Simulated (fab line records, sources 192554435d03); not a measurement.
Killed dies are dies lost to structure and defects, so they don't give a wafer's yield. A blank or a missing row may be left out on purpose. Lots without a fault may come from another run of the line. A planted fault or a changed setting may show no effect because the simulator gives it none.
Split-lot experiment | flow n5_finfet | 7 lots, 21 wafers read, on a route of 1938 steps

THE SPLIT
At N5_BEOL_M9_COAT_05 (resist thk 90 nm), the setting spin_rpm was moved away from the recipe's 1500 rpm on 9 of the 21 wafers read, by -6.2% to +10.0%. The other wafers ran this setting at the recipe's value.

FROM THE SPLIT TO THE READING: what the file shows between them, 5 steps
- N5_BEOL_M9_EBR_07
- N5_BEOL_M9_SOFTBAKE_06: time 60 s
- N5_BEOL_M9_EXPOSE_08: exposes mask M9
- N5_BEOL_M9_PEB_09: peb time 60 s
- N5_BEOL_M9_DEVELOP_10: develop time 30 s

THE READING
CAR-ArF_of_BEOL_M9_COAT_05.thk_nm (the simulator's own value, which no gauge read), in nm, at N5_BEOL_M9_ETCH_61 (etches SiARC in CF4, target depth 39 nm, time 65 s). The file gives no usual value for it. The 12 wafers here that ran the recipe average 55.7 nm, standard deviation 0.33 nm.

wafer  | tool, chamber at the split | spin_rpm as run, rpm | against the recipe | CAR-ArF_of_BEOL_M9_COAT_05.thk_nm, nm | against lot-mates on the recipe
L078.1 | litho_track-02, 0          | 1407                 | -6.2%              | 58.2                                  | +3.2
L078.2 | litho_track-02, 0          | 1407                 | -6.2%              | 58.2                                  | +3.2
L078.6 | litho_track-02, 0          | 1500                 | recipe             | 55                                    | -
L079.1 | litho_track-04, 0          | 1500                 | recipe             | 55.6                                  | -
L079.3 | litho_track-04, 0          | 1650                 | +10.0%             | 51.2                                  | -4.3
L079.5 | litho_track-04, 0          | 1500                 | recipe             | 55.4                                  | -
L080.2 | litho_track-05, 0          | 1500                 | recipe             | 55.6                                  | -
L080.3 | litho_track-05, 0          | 1435                 | -4.3%              | 57.4                                  | +1.9
L080.4 | litho_track-05, 0          | 1500                 | recipe             | 55.4                                  | -
L082.2 | litho_track-05, 0          | 1500                 | recipe             | 55.4                                  | -
L082.5 | litho_track-05, 0          | 1500                 | recipe             | 55.8                                  | -
L082.6 | litho_track-05, 0          | 1500                 | recipe             | 55.6                                  | -
L084.4 | litho_track-04, 0          | 1439                 | -4.1%              | 57.8                                  | +1.8
L084.5 | litho_track-04, 0          | 1500                 | recipe             | 56                                    | -
L084.6 | litho_track-04, 0          | 1439                 | -4.1%              | 57.4                                  | +1.4
L093.1 | litho_track-04, 0          | 1550                 | +3.3%              | 54.2                                  | no lot-mate on the recipe
L093.3 | litho_track-04, 0          | 1550                 | +3.3%              | 54.2                                  | no lot-mate on the recipe
L093.4 | litho_track-04, 0          | 1550                 | +3.3%              | 54                                    | no lot-mate on the recipe
L097.1 | litho_track-04, 0          | 1500                 | recipe             | 56.2                                  | -
L097.3 | litho_track-04, 0          | 1500                 | recipe             | 56                                    | -
L097.6 | litho_track-04, 0          | 1500                 | recipe             | 56                                    | -

THE FIT
A straight line over all 21 wafers: CAR-ArF_of_BEOL_M9_COAT_05.thk_nm changes by -0.438 nm for each +1% of spin_rpm; r = -0.98; the points scatter about the line by 0.29 nm.
The same after taking each lot's own level away (the mean of its wafers on the recipe; 18 wafers): -0.453 nm for each +1%; r = -0.99; scatter 0.21 nm.
On that fit, the largest move of spin_rpm shifts the reading by 4.5 nm.
The lots' own levels span 55.00 to 56.07 nm, that is 3.2 times the standard deviation above.
So the lot-to-lot level changes the slope little: the two slopes agree.
Check: with one of the wafers moved furthest among these (+10.0%) left out of the fit, the line predicts -4.8 nm for it against its lot-mates. It came out at -4.3 nm against them.

OTHER SPLITS ON THESE WAFERS
These wafers also went through other splits before the reading. Each is held against what the fit with the lots' levels taken away leaves over:
other split on the same wafers   | wafers away from the commonest value | r with CAR-ArF_of_BEOL_M9_COAT_05.thk_nm (lot level and that fit taken away)
N5_BEOL_M8_TRENCH_ETCH_37 time_s | 4                                    | +0.18
N5_BEOL_M8_CURE_75 time_s        | 5                                    | +0.06

THE WHOLE CHAIN: every reading that the file lists as answering this split, in the file's order
step                  | what it does                                       | reading                                                                            | change (the file's fit)               | r (the file's)
N5_BEOL_M9_COAT_05    | resist thk 90 nm                                   | CAR-ArF_of_BEOL_M9_COAT_05.thk_nm (the simulator's own value, which no gauge read) | -0.428 nm for each +1% of the setting | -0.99
N5_BEOL_M9_DEVELOP_10 | develop time 30 s                                  | CAR-ArF_of_BEOL_M9_COAT_05.thk_nm (the simulator's own value, which no gauge read) | -0.44 nm for each +1% of the setting  | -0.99
N5_BEOL_M9_ETCH_61    | etches SiARC in CF4, target depth 39 nm, time 65 s | CAR-ArF_of_BEOL_M9_COAT_05.thk_nm (the simulator's own value, which no gauge read) | -0.446 nm for each +1% of the setting | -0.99

THE FILE'S OWN FIT
CAR-ArF_of_BEOL_M9_COAT_05.thk_nm changes by -0.446 nm for each +1% of spin_rpm, r = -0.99.
